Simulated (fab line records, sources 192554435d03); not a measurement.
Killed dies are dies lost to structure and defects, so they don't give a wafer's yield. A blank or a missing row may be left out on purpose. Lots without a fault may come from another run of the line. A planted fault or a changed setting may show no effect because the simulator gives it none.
Split-lot experiment | flow n5_finfet | 7 lots, 21 wafers read, on a route of 1938 steps

THE SPLIT
At N5_BEOL_M8_EXPOSE_25 (exposes mask V7, target cd 40 nm), the setting dose_mj was moved away from the recipe's 42.5 on 5 of the 21 wafers read, by -5.7% to +7.4%. The other wafers ran this setting at the recipe's value.

FROM THE SPLIT TO THE READING: what the file shows between them, 2 steps
- N5_BEOL_M8_PEB_26: peb time 60 s
- N5_BEOL_M8_DEVELOP_27: develop time 30 s

THE READING
cd_nm, in nm, at N5_BEOL_M8_CD_MEAS_28 (target cd 40 nm). Fault-free wafers of this fab line usually give 39.96 nm, standard deviation 0.23 nm.

wafer  | tool, chamber at the split | dose_mj as run | against the recipe | cd_nm, nm | against lot-mates on the recipe
L082.2 | euv_scanner-01, 0          | 42.5           | recipe             | 40.00     | -
L082.4 | euv_scanner-01, 0          | 42.5           | recipe             | 40.02     | -
L082.6 | euv_scanner-01, 0          | 42.5           | recipe             | 40.22     | -
L078.3 | euv_scanner-02, 0          | 42.5           | recipe             | 39.75     | -
L078.4 | euv_scanner-02, 0          | 42.5           | recipe             | 40.15     | -
L078.5 | euv_scanner-02, 0          | 42.5           | recipe             | 39.95     | -
L084.1 | euv_scanner-02, 0          | 42.5           | recipe             | 39.97     | -
L084.2 | euv_scanner-02, 0          | 42.5           | recipe             | 40.16     | -
L084.4 | euv_scanner-02, 0          | 42.5           | recipe             | 39.98     | -
L086.1 | euv_scanner-02, 0          | 45.65          | +7.4%              | 41.19     | +1.12
L086.5 | euv_scanner-02, 0          | 45.65          | +7.4%              | 41.49     | +1.42
L086.6 | euv_scanner-02, 0          | 42.5           | recipe             | 40.07     | -
L090.4 | euv_scanner-01, 0          | 42.5           | recipe             | 40.16     | -
L090.5 | euv_scanner-01, 0          | 41.13          | -3.2%              | 39.56     | -0.77
L090.6 | euv_scanner-01, 0          | 42.5           | recipe             | 40.51     | -
L089.1 | euv_scanner-02, 0          | 40.06          | -5.7%              | 38.48     | -1.50
L089.3 | euv_scanner-02, 0          | 42.5           | recipe             | 39.87     | -
L089.4 | euv_scanner-02, 0          | 42.5           | recipe             | 40.09     | -
L093.1 | euv_scanner-02, 0          | 40.54          | -4.6%              | 39.25     | -0.89
L093.4 | euv_scanner-02, 0          | 42.5           | recipe             | 39.85     | -
L093.6 | euv_scanner-02, 0          | 42.5           | recipe             | 40.44     | -

THE FIT
A straight line over all 21 wafers: cd_nm changes by +0.191 nm for each +1% of dose_mj; r = +0.93; the points scatter about the line by 0.22 nm.
The same after taking each lot's own level away (the mean of its wafers on the recipe; 21 wafers): +0.196 nm for each +1%; r = +0.96; scatter 0.18 nm.
On that fit, the largest move of dose_mj shifts the reading by 1.4 nm.
The lots' own levels span 39.950 to 40.335 nm, that is 1.7 times the standard deviation above.
So the lot-to-lot level changes the slope little: the two slopes agree.
Check: with one of the wafers moved furthest among these (+7.4%) left out of the fit, the line predicts +1.57 nm for it against its lot-mates. It came out at +1.12 nm against them.

OTHER SPLITS ON THESE WAFERS
These wafers also went through other splits before the reading. Each is held against what the fit with the lots' levels taken away leaves over:
other split on the same wafers    | wafers away from the commonest value | r with cd_nm (lot level and that fit taken away)
N5_BEOL_M5_COAT_22 spin_rpm       | 8                                    | -0.01
N5_BEOL_M6_HM_DEP_02 target_thk_a | 8                                    | -0.36

THE WHOLE CHAIN: every reading that the file lists as answering this split, in the file's order
step                   | what it does                                                        | reading                                                        | change (the file's fit)               | r (the file's)
N5_BEOL_M8_CD_MEAS_28  | target cd 40 nm                                                     | cd_nm                                                          | +0.206 nm for each +1% of the setting | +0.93
N5_BEOL_M8_DESCUM_33   | chemistry O2, time 7 s                                              | BEOL_M8.cd_nm (the simulator's own value, which no gauge read) | +0.216 nm for each +1% of the setting | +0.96
N5_BEOL_M8_ETCH_66     | etches SOC in N2/H2, target depth 80 nm, overetch 16 nm, time 120 s | BEOL_M8.cd_nm (the simulator's own value, which no gauge read) | +0.235 nm for each +1% of the setting | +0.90
N5_BEOL_M8_VIA_ETCH_34 | etches SiCOH lowk in C4F6/O2, target depth 125.5 nm, time 50.5 s    | BEOL_M8.cd_nm (the simulator's own value, which no gauge read) | +0.251 nm for each +1% of the setting | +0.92

THE FILE'S OWN FIT
cd_nm changes by +0.206 nm for each +1% of dose_mj, r = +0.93.
